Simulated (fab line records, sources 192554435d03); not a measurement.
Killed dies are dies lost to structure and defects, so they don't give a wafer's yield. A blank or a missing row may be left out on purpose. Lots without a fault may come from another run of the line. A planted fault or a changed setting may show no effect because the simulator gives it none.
A struck lot beside a sound one | flow n5_finfet | 22 steps out of a route of 1938
Sound: wafers L652.1, L652.2, L652.5. Struck: wafer L660.6. (L660.2, L660.3 of the same lot were not struck and are left out.) The cause comes at the end.
At each step with rows: each side's tool, then ch and its chambers, then its first start. Under that, the readings that differ: sound wafers | struck wafers | difference of the means | sigmas: that difference in standard deviations of wafers without a fault.
alike: readings whose means differ by less than 2 such deviations, and words and numbers that are the same on both sides. not compared: withheld readings, readings that some wafer has no value for, bounds like >300 that may hide the same value, and numbers for which the record gives no deviation and whose values overlap.
The two part at a step that has a row with sigmas, a row that says differs or no value, or rows on one side only. Numbers that don't overlap but have no deviation are shown without sigmas and don't part them. A reading that every wafer of one side lacks parts them only if that side has two wafers or more.

N5_WELL_APT_CD_MEAS_08: target cd 200 nm.
  sound on cd_sem-03 ch 0, day 1 19:58; struck on cd_sem-02 ch 0, day 3 19:34
  reading    | sound             | struck | difference | sigmas
  cd_nm (nm) | 197.2 196.5 196.7 | 201.0  | +4.2       | +3
N5_WELL_APT_OVL_MEAS_09:
  sound on overlay-01 ch 0, day 1 20:00; struck on overlay-01 ch 0, day 3 19:36
  alike: NWELL_OVL
N5_WELL_APT_INSPECT_10: inspects for defects (macro).
  sound on defect_inspect-02, day 1 20:01; struck on defect_inspect-01, day 3 19:37
  alike: raw_defect_count
N5_WELL_APT_DESCUM_13: chemistry O2, time 7.9 s.
  sound on rie_diel-02 ch 1,3, day 1 20:03; struck on rie_diel-03 ch 1, day 3 19:59
  alike: chamber_pressure_mTorr, drypump_motor_current_A, oes_product_au, rf_vpp_V, showerhead_plenum_p_Torr, throttle_valve_pct
  not compared: rf_hours_counter_h
then, 8 steps without rows for these wafers: N5_WELL_APT_IMPLANT_14; N5_WELL_APT_IMPLANT_15; N5_WELL_APT_STRIP_16 (strips in SPM, time 900 s); N5_WELL_APT_HMDS_18 (time 60 s); N5_WELL_APT_COAT_19 (resist thk 950 nm); N5_WELL_APT_EBR_21; N5_WELL_APT_SOFTBAKE_20 (time 60 s); N5_WELL_APT_EXPOSE_22 (exposes mask PWELL, defocus 0 nm, target cd 200 nm).
N5_WELL_APT_PEB_23: peb time 90 s.
  sound on litho_track-01 ch 0, day 1 21:06; struck on litho_track-05 ch 0, day 3 21:02
  alike: exhaust_pa, heater_power_total_W
then, 2 steps without rows for these wafers: N5_WELL_APT_DEVELOP_24 (develop time 45 s); N5_WELL_APT_HARDBAKE_29 (time 120 s).
N5_WELL_APT_CD_MEAS_25: target cd 200 nm.
  sound on cd_sem-02 ch 0, day 1 21:13; struck on cd_sem-03 ch 0, day 3 21:09
  reading    | sound             | struck | difference | sigmas
  cd_nm (nm) | 200.3 199.7 197.9 | 202.8  | +3.5       | +2
N5_WELL_APT_OVL_MEAS_26:
  sound on overlay-01 ch 0, day 1 21:14; struck on overlay-02 ch 0, day 3 21:11
  alike: PWELL_OVL
N5_WELL_APT_INSPECT_27: inspects for defects (macro).
  sound on defect_inspect-02, day 1 21:16; struck on defect_inspect-02, day 3 21:12
  alike: raw_defect_count
N5_WELL_APT_DESCUM_30: chemistry O2, time 7.9 s.
  sound on rie_diel-03 ch 0,3, day 1 21:18; struck on rie_diel-03 ch 3, day 3 21:14
  reading                   | sound             | struck | difference | sigmas
  model.WELL_APT.cd_nm (nm) | 200.4 199.8 197.7 | 203    | +4         |
  alike: chamber_pressure_mTorr, drypump_motor_current_A, oes_product_au, rf_vpp_V, showerhead_plenum_p_Torr, throttle_valve_pct
  not compared: rf_hours_counter_h
then, 1 step without rows for these wafers: N5_WELL_APT_IMPLANT_31.
-- the record jumps here: 10 days lie between the struck wafers' starts before and after (it left off in module WELL_APT and takes up again in module BEOL_M4, whose first step shown is number 1111 of the route) --
N5_BEOL_M4_RC_MEAS_101:
  sound on prober-01 ch 0, day 10 13:35; struck on prober-01 ch 0, day 13 16:33
  alike: DIBL_N, DIBL_P, IOFF_N, IOFF_P, ION_N, ION_P, SS_N, SS_P, VT_N, VT_P
-- the record jumps here: 4 days lie between the struck wafers' starts before and after (it left off in module BEOL_M4 and takes up again in module PASSIVATION, whose first step shown is number 1936 of the route) --
N5_PASSIVATION_PROBE_49:
  sound on prober-01, day 15 06:02; struck on prober-01, day 18 03:19
  reading                  | sound          | struck | difference | sigmas
  defect_limited_yield (%) | 92.9 94.0 93.6 | 88.8   | -4.7       | -3
  killed_at_front_end      | 26 20 21       | 54     | +32        | +3
  killed_dies              | 84 71 75       | 132    | +55        | +3
  killed_on_rim            | 11 3 6         | 21     | +14        | +3
  killed_open              | 58 42 57       | 101    | +49        | +3
  sort_bin_5_function (%)  | 3.8 3.1 4.1    | 6.5    | +2.8       | +3
  sort_bin_6_memory (%)    | 3.1 2.7 2.3    | 4.4    | +1.7       | +2
  sort_n_pass              | 1096 1109 1105 | 1048   | -55        | -3
  sort_yield_pct (%)       | 92.9 94.0 93.6 | 88.8   | -4.7       | -3
  alike: killed_at_M0_to_M3, killed_at_M4_up, killed_at_contacts, killed_at_other, killed_short

WHERE THEY PART
First at N5_WELL_APT_CD_MEAS_08; last, within this record, at N5_PASSIVATION_PROBE_49.

WHY: what the simulator had put in
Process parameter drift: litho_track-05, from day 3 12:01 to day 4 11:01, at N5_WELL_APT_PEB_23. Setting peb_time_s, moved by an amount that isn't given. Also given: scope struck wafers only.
